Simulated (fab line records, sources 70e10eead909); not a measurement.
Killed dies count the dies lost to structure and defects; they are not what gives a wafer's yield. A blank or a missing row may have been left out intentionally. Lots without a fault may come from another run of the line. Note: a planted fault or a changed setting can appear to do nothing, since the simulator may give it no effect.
fab line records	flow nand-harc
record: lots: 12	wafers: 35	last-day: 25
route steps=1159 shown A_BLC@989 A_M1@1037 END@1159
lots untouched by any fault: they come from a run of this same line in which no faults occurred
start-h: the number of hours between the record's first day and the start of the first shown wafer of the lot	wait-h: how many hours have passed since the lot's step before this one	" as in the row above	L1.1+2: a row that stands for several wafers	- no value, or no start was given	* or withheld: withheld	< > ~ a bound
route shown NAME@n: NAME is a module with steps in the file, n the number in the route of the first one	usual: mean/standard deviation of fault-free wafers	same: alike in all rows	chamber/n: place in a boat	sites: per-site readings	_std_site: the standard deviation of these	_edge_site: the outer-site mean with the inner-site mean subtracted	radius-mm: for every site, how far away it sits from the centre of the wafer	mask NAME#n: copy n	behind: the most recent tool/chamber to have shaped the wafer	hold: why the lot was held/for how many hours/how that ended	device: which transistor (n, p or np) failed to switch	end of line: the same wafers' tests at the end of the route	a step with no rows: only its recipe	killed: the dies lost at the first sort to structure and to defects; this is not the yield of the wafer	map: the dies of a wafer, with x for killed, . for not killed, _ for no die there
set.NAME: setting as actually run; set.NAME@STEP: the setting as run at that earlier step	model.NAME: the simulator's own value behind a step, which no gauge read
steps of the route over a sample of lots; a table a step, a row a wafer
services: a tool's chamber out of use, with start hour (start-h, from the record's first day; less than 0 if before it), hours out, and reason
== steps ==
step: NHARC_A_BLC_CVD_24
recipe: target-thk-a: 1500	temp-c: 300	pressure-torr: 40	wf6-flow-sccm: 40	h2-flow-sccm: 1600	ar-flow-sccm: 1560	time-s: 434	material: W
usual: heater-power-w: 477/27	throttle-valve-pct: 7.98/0.2
lot.wafer	tool	chamber	start-h	wait-h	heater-power-w	throttle-valve-pct
L282.2	cvd-w-01	0	-	-	486	7.59
L282.4	"	0	"	"	493	7.85
L282.6	"	0	"	"	488	7.76
L285.4	cvd-w-01	0	-	-	481	7.63
L285.3	"	1	"	"	515	8.23
L285.5	"	0	"	"	494	7.76
L286.2	cvd-w-02	1	-	-	445	7.97
L286.3	"	0	"	"	474	7.89
L286.5	"	1	"	"	440	7.86
L287.1	cvd-w-02	1	-	-	437	7.70
L287.2	"	0	"	"	483	7.90
L287.3	"	1	"	"	445	7.97
L289.2	cvd-w-02	0	-	-	464	8.07
L289.3	"	1	"	"	435	8.34
L289.6	"	0	"	"	472	8.30
L290.2	cvd-w-02	0	-	-	477	8.05
L290.4	"	0	"	"	477	7.93
L290.5	"	1	"	"	436	8.06
L291.1	cvd-w-02	0	-	-	485	8.09
L291.4	"	1	"	"	430	7.89
L291.6	"	1	"	"	445	7.91
L294.1	cvd-w-01	0	-	-	484	7.72
L294.5	"	1	"	"	505	8.12
L298.2	cvd-w-02	1	-	-	449	7.84
L298.4	"	1	"	"	433	7.78
L298.6	"	0	"	"	493	7.99
L302.2	cvd-w-01	1	-	-	517	8.04
L302.5	"	0	"	"	475	7.54
L302.6	"	1	"	"	502	7.88
L304.4	cvd-w-02	0	-	-	489	7.95
L304.3	"	1	"	"	451	8.30
L304.6	"	0	"	"	491	8.22
L303.4	cvd-w-01	1	-	-	507	7.97
L303.3	"	0	"	"	484	7.60
L303.5	"	0	"	"	496	7.76
step: NHARC_A_BLC_INSPECT_28
usual: raw-defect-count: 391/91
lot.wafer	tool	chamber	start-h	wait-h	raw-defect-count
L282.2	defect-inspect-01	-	402.06	0.1	333
L282.4	"	-	"	"	411
L282.6	"	-	"	"	355
L285.3	defect-inspect-01	-	405.22	0.1	288
L285.4	"	-	"	"	305
L285.5	"	-	"	"	430
L286.2	defect-inspect-02	-	420.40	0.1	421
L286.3	"	-	"	"	404
L286.5	"	-	"	"	404
L287.1	defect-inspect-02	-	423.71	0.1	302
L287.2	"	-	"	"	311
L287.3	"	-	"	"	280
L289.2	defect-inspect-02	-	441.04	0.1	400
L289.3	"	-	"	"	533
L289.6	"	-	"	"	349
L290.2	defect-inspect-02	-	446.72	0.1	367
L290.4	"	-	"	"	249
L290.5	"	-	"	"	343
L291.1	defect-inspect-01	-	447.70	0.1	536
L291.4	"	-	"	"	387
L291.6	"	-	"	"	391
L294.1	defect-inspect-01	-	465.56	0.1	336
L294.5	"	-	"	"	331
L298.2	defect-inspect-01	-	509.70	0.1	761
L298.4	"	-	"	"	536
L298.6	"	-	"	"	759
L302.2	defect-inspect-01	-	522.65	0.1	387
L302.5	"	-	"	"	468
L302.6	"	-	"	"	313
L304.3	defect-inspect-02	-	528.62	0.1	437
L304.4	"	-	"	"	375
L304.6	"	-	"	"	336
L303.3	defect-inspect-01	-	540.86	0.1	389
L303.4	"	-	"	"	466
L303.5	"	-	"	"	379
step: NHARC_A_M1_OVL_MEAS_10
recipe: pitch-nm: 240
usual: overlay-x-nm: 0.1/0.96	overlay-y-nm: -0.3/0.85
lot.wafer	tool	chamber	start-h	wait-h	overlay-x-nm	overlay-y-nm
L282.2	overlay-01	-	406.92	-	0.1	0.2
L282.4	"	-	"	"	0.0	0.1
L282.6	"	-	"	"	-0.1	-0.2
L285.3	overlay-01	-	410.33	-	-0.5	-0.3
L285.4	"	-	"	"	0.1	-0.2
L285.5	"	-	"	"	-0.2	-0.7
L286.2	overlay-01	-	425.64	-	2.3	-0.9
L286.3	"	-	"	"	2.2	-1.6
L286.5	"	-	"	"	1.9	-0.7
L287.1	overlay-02	-	428.83	-	-0.2	-0.6
L287.2	"	-	"	"	-0.5	-0.8
L287.3	"	-	"	"	-0.5	-1.2
L289.2	overlay-01	-	446.08	-	-0.5	-0.1
L289.3	"	-	"	"	-0.3	-0.2
L289.6	"	-	"	"	-0.2	-0.2
L290.2	overlay-02	-	451.81	-	-0.9	-0.7
L290.4	"	-	"	"	-0.3	-1.4
L290.5	"	-	"	"	-0.7	-0.2
L291.1	overlay-01	-	452.88	-	-0.1	1.2
L291.4	"	-	"	"	0.5	1.4
L291.6	"	-	"	"	-0.1	1.1
L294.1	overlay-02	-	470.67	-	2.1	0.8
L294.5	"	-	"	"	1.3	0.7
L298.2	overlay-02	-	514.94	-	-0.8	-0.8
L298.4	"	-	"	"	-0.8	-1.3
L298.6	"	-	"	"	0.0	-1.1
L302.2	overlay-01	-	528.97	-	0.0	-1.2
L302.5	"	-	"	"	0.2	-1.0
L302.6	"	-	"	"	-0.4	-0.8
L304.3	overlay-02	-	533.68	-	-1.5	-0.6
L304.4	"	-	"	"	-1.6	-1.0
L304.6	"	-	"	"	-1.7	-0.3
L303.3	overlay-02	-	545.66	-	-0.3	-0.8
L303.4	"	-	"	"	-0.1	-1.1
L303.5	"	-	"	"	-0.6	-0.7
step: NHARC_A_M1_ETCH_35
recipe: target-depth-a: 400	overetch-a: 120	time-s: 43.94	ion-energy-ev: 200	n2-flow-sccm: 150	h2-flow-sccm: 150	ar-flow-sccm: 0	rf-w: 400	bias-w: 150	chemistry: N2/H2
usual: bias-w: 150.0/0.44	chamber-pressure-mTorr: 30.000/0.026	drypump-motor-current-A: 6.01/0.3	oes-product-au: 1.001/0.0064	rf-vpp-V: 431.4/2.1	showerhead-plenum-p-Torr: 2.07/0.07	throttle-valve-pct: 14.172/0.009
lot.wafer	tool	chamber	start-h	wait-h	bias-w	chamber-pressure-mTorr	drypump-motor-current-A	oes-product-au	rf-hours-counter-h	rf-vpp-V	showerhead-plenum-p-Torr	throttle-valve-pct
L282.4	rie-diel-02	0	407.11	0.1	149.7	30.012	5.73	0.996	2	429.4	2.02	14.169
L282.2	"	3	"	"	149.8	30.025	6.60	0.998	2	428.2	1.96	14.173
L282.6	"	1	"	"	150.8	29.972	6.10	1.010	-	434.5	2.11	14.159
L285.4	rie-diel-03	0	410.52	0.1	149.8	30.032	5.68	0.989	1	430.1	2.03	14.176
L285.3	"	1	"	"	150.5	30.018	6.16	1.004	1	432.3	2.08	14.202
L285.5	"	3	"	"	150.2	30.022	6.05	0.998	-	435.6	2.19	14.172
L286.3	rie-diel-11	0	425.82	0.1	150.0	29.979	6.07	0.997	3	429.7	2.01	14.151
L286.2	"	1	"	"	149.3	30.012	6.24	0.996	4	428.5	1.95	14.157
L286.5	"	1	"	"	149.6	30.006	6.21	1.003	-	428.2	1.95	14.160
L287.3	rie-diel-11	1	429.01	0.1	149.5	30.044	6.22	1.010	4	429.2	1.95	14.169
L287.1	"	2	"	"	150.4	29.965	5.85	0.999	4	434.7	2.15	14.172
L287.2	"	0	"	"	149.7	30.016	6.05	1.004	3	429.4	2.01	14.175
L289.2	rie-diel-11	1	446.27	0.1	149.6	30.005	6.28	1.004	5	427.9	1.95	14.179
L289.3	"	3	"	"	150.4	30.004	6.08	0.993	5	433.0	2.11	14.181
L289.6	"	2	"	"	150.3	30.015	5.87	1.005	-	434.0	2.15	14.156
L290.2	rie-diel-02	2	452.00	0.1	149.6	30.007	5.52	1.000	2	433.4	2.11	14.161
L290.4	"	3	"	"	149.8	30.036	6.65	1.004	3	427.2	1.96	14.170
L290.5	"	2	"	"	149.6	30.019	5.51	1.004	-	432.6	2.11	14.194
L291.1	rie-diel-03	3	453.08	0.1	149.7	30.000	6.03	0.998	5	434.6	2.19	14.174
L291.4	"	0	"	"	149.9	29.988	5.70	1.000	5	429.3	2.02	14.174
L291.6	"	1	"	"	150.1	30.017	6.14	1.003	-	430.6	2.08	14.168
L294.1	rie-diel-03	2	470.85	0.1	149.8	29.951	6.06	0.856	4	431.2	2.08	14.150
L294.5	"	3	"	"	149.6	29.992	6.07	0.996	-	435.5	2.19	14.175
L298.4	rie-diel-03	0	515.12	0.1	150.0	29.969	5.69	1.005	8	431.6	2.02	14.161
L298.2	"	1	"	"	150.0	29.999	6.16	0.868	7	430.7	2.08	14.175
L298.6	"	0	"	"	149.9	30.031	5.70	1.016	-	429.2	2.02	14.177
L302.2	rie-diel-11	3	529.16	0.1	150.9	29.998	6.08	0.998	13	433.4	2.11	14.183
L302.5	"	2	"	"	149.4	30.019	5.89	1.005	-	432.9	2.15	14.168
L302.6	"	3	"	"	150.6	29.994	6.05	1.002	-	433.5	2.11	14.178
L304.3	rie-diel-11	3	533.86	0.1	149.1	30.014	6.04	0.989	14	433.2	2.11	14.165
L304.4	"	0	"	"	149.9	29.965	6.06	0.998	13	430.4	2.01	14.167
L304.6	"	3	"	"	150.3	30.011	6.06	1.001	-	432.0	2.10	14.182
L303.4	rie-diel-02	3	545.86	0.1	149.6	29.994	6.69	1.004	1	427.8	1.96	14.170
L303.3	"	0	"	"	149.6	30.028	5.75	0.998	1	430.6	2.02	14.167
L303.5	"	2	"	"	150.2	29.987	5.50	0.993	-	433.5	2.11	14.178
step: NHARC_END_SORT_01
recipe: temp-c: 25
usual: defect-limited-yield: 95.6/1.7	killed-at-array: 27/11	killed-at-other: 0.7/0.93	killed-at-periphery: 2.9/1.9	killed-dies: 30/11	killed-open: 3.1/1.7	killed-short: 1.9/1.3	sort_bin_2_pct: 1.4/0.68	sort_bin_3_pct: 0.28/0.25	sort_bin_4_pct: 2.8/1.1	sort-n-pass: 647/11	sort-rim-yield-pct: 95.4/2.7	sort-yield-pct: 95.6/1.7
same: gross-dies: 677	sort_bin_5_pct[%]: 0	sort_bin_6_pct[%]: 0	sort_bin_7_pct[%]: 0	sort_bin_8_pct[%]: 0	sort-rim-n-gross: 106.00
lot.wafer	tool	chamber	start-h	wait-h	defect-limited-yield[%]	killed-at-array	killed-at-other	killed-at-periphery	killed-dies	killed-open	killed-short	sort_bin_2_pct[%]	sort_bin_3_pct[%]	sort_bin_4_pct[%]	sort-n-pass	sort-rim-yield-pct[%]	sort-yield-pct[%]
L289.2	prober-01	0	483.02	2.8	93.4	43	0	2	45	2	1	0.9	0.44	5.3	632	94.3	93.4
L289.3	prober-01	0	483.83	3.1	94.8	34	0	1	35	4	2	1.9	0.59	2.7	642	90.6	94.8
L289.6	prober-01	0	486.26	4.1	95.4	30	0	1	31	0	3	1.0	0.15	3.4	646	93.4	95.4
L298.2	prober-02	0	550.49	2.8	94.8	31	2	2	35	4	3	2.2	0.15	2.8	642	93.4	94.8
L298.4	prober-02	0	552.07	3.4	94.4	35	1	2	38	2	2	1.8	0	3.8	639	94.3	94.4
L298.6	prober-02	0	553.65	3.9	93.1	43	1	3	47	2	4	2.1	1.03	3.8	630	94.3	93.1
L303.3	prober-02	0	599.61	3.1	94.1	37	0	3	40	1	3	2.8	0.59	2.5	637	90.6	94.1
L303.4	prober-02	0	600.40	3.4	93.1	44	0	3	47	4	1	1.8	0.44	4.7	630	92.5	93.1
L303.5	prober-02	0	601.19	3.7	93.6	37	0	6	43	3	2	1.3	0.59	4.4	634	93.4	93.6
killed by level:class
L289.2 A_SLIT:chamber-film-flake=16 A_CHANNEL_HOLE_D1:chamber-film-flake=14 A_STAIRCASE:chamber-film-flake=9 A_CONTACT:chamber-film-flake=3 P_CONTACT:geometric-particle:open=1 P_M0:geometric-particle:open=1 A_CONTACT:geometric-particle:short=1
L289.3 A_SLIT:chamber-film-flake=10 A_CHANNEL_HOLE_D1:chamber-film-flake=9 A_STAIRCASE:chamber-film-flake=6 A_CONTACT:chamber-film-flake=2 P_CONTACT:geometric-particle:open=1 A_SOURCE_PLATE:geometric-particle:short=1 A_SOURCE_PLATE:geometric-particle:open=1 A_CHANNEL_FILL_D1:geometric-particle:open=1
L289.6 A_CHANNEL_HOLE_D1:chamber-film-flake=11 A_STAIRCASE:chamber-film-flake=7 A_SLIT:chamber-film-flake=6 A_ZERO_WELL:chamber-film-flake=2 P_ZERO_WELL:geometric-particle:short=1 A_SOURCE_PLATE:geometric-particle:short=1 A_ONON_D1:geometric-particle:short=1 A_WL_FILL:chamber-film-flake=1
L298.2 A_CHANNEL_HOLE_D1:chamber-film-flake=13 A_SLIT:chamber-film-flake=13 A_SOURCE_PLATE:geometric-particle:short=2 A_CONTACT:geometric-particle:open=2 THIN_TSV:chamber-film-flake=2 P_GATE:geometric-particle:open=1 P_CONTACT:geometric-particle:open=1 A_CONTACT:geometric-particle:short=1
L298.4 A_CHANNEL_HOLE_D1:chamber-film-flake=18 A_SLIT:chamber-film-flake=11 A_CONTACT:chamber-film-flake=2 P_STI:geometric-particle:short=1 A_ONON_D1:geometric-particle:open=1 A_WL_FILL:geometric-particle:open=1 A_M0:geometric-particle:short=1 P_ZERO_WELL:chamber-film-flake=1
L298.6 A_CHANNEL_HOLE_D1:chamber-film-flake=20 A_SLIT:chamber-film-flake=19 P_GATE:geometric-particle:short=1 P_CONTACT:geometric-particle:open=1 A_CHANNEL_HOLE_D1:geometric-particle:short=1 A_CHANNEL_HOLE_D1:geometric-particle:open=1 A_CHANNEL_FILL_D1:geometric-particle:short=1 A_STAIRCASE:geometric-particle:short=1
L303.3 A_SLIT:chamber-film-flake=17 A_CHANNEL_HOLE_D1:chamber-film-flake=7 A_M0:chamber-film-flake=6 A_CONTACT:chamber-film-flake=3 P_GATE:geometric-particle:short=1 P_CONTACT:geometric-particle:short=1 A_ONON_D1:geometric-particle:short=1 A_BLC:geometric-particle:open=1
L303.4 A_SLIT:chamber-film-flake=22 A_CONTACT:chamber-film-flake=7 A_CHANNEL_HOLE_D1:chamber-film-flake=5 A_M0:chamber-film-flake=3 A_STAIRCASE:chamber-film-flake=2 P_M1:geometric-particle:open=1 A_ONON_D1:geometric-particle:open=1 A_SGD_CUT:geometric-particle:open=1
L303.5 A_SLIT:chamber-film-flake=19 A_CHANNEL_HOLE_D1:chamber-film-flake=9 P_STI:chamber-film-flake=2 P_GATE:chamber-film-flake=2 A_CONTACT:chamber-film-flake=2 A_M0:chamber-film-flake=2 P_CONTACT:geometric-particle:short=1 P_M0:geometric-particle:open=1
== services ==
tool	chamber	start-h	hours	kind
cvd-w-02	-	382.69	13.0	pm
cvd-w-02	0	382.69	13.0	vent-cycle
cvd-w-02	1	382.69	13.0	vent-cycle
rie-diel-03	-	392.30	9.0	pm
cvd-w-02	0	395.69	-	clean
cvd-w-02	1	395.69	-	clean
rie-diel-11	0	400.09	-	clean
rie-diel-11	1	400.09	-	clean
rie-diel-11	2	400.09	-	clean
rie-diel-11	3	400.09	-	clean
rie-diel-11	0	424.59	-	clean
rie-diel-11	1	424.59	-	clean
cvd-w-01	1	472.73	8.5	repair
rie-diel-11	2	474.17	2.4	repair
cvd-w-01	-	480.46	13.0	pm
cvd-w-02	0	480.54	4.4	repair
rie-diel-11	1	494.93	3.2	repair
rie-diel-02	-	504.70	9.0	pm
rie-diel-11	-	511.81	0.2	repair
rie-diel-03	2	516.17	1.5	repair
cvd-w-01	1	517.64	2.8	repair
rie-diel-02	2	529.06	3.7	repair
rie-diel-11	1	539.57	2.2	repair
rie-diel-11	-	543.74	9.0	pm
== key ==
first-sign: step: NHARC_A_M1_ETCH_35	reading: oes-product-au	direction: down	sigmas: 22	usual: 1.001	struck: 0.862
effect none on later readings
met-at NHARC_A_M1_ETCH_35
struck-lots L294,L298
struck-wafers L294.1,L298.2
sort-left-out L294.1
not-acting-at NHARC_A_BLC_CVD_24,NHARC_A_BLC_INSPECT_28,NHARC_A_M1_OVL_MEAS_10
onset-between 453.08 470.85
fault: kind: process-parameter-drift	tool: rie-diel-03	chamber: -	onset-h: 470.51	steps: NHARC_A_M1_ETCH_35	channel: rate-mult	offset: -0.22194	shape: step	end-h: 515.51	scope: struck-wafers-only
sort-left-out: the simulated sort isn't trusted on such a fault, so these wafers' sort isn't shown, and their yield isn't known
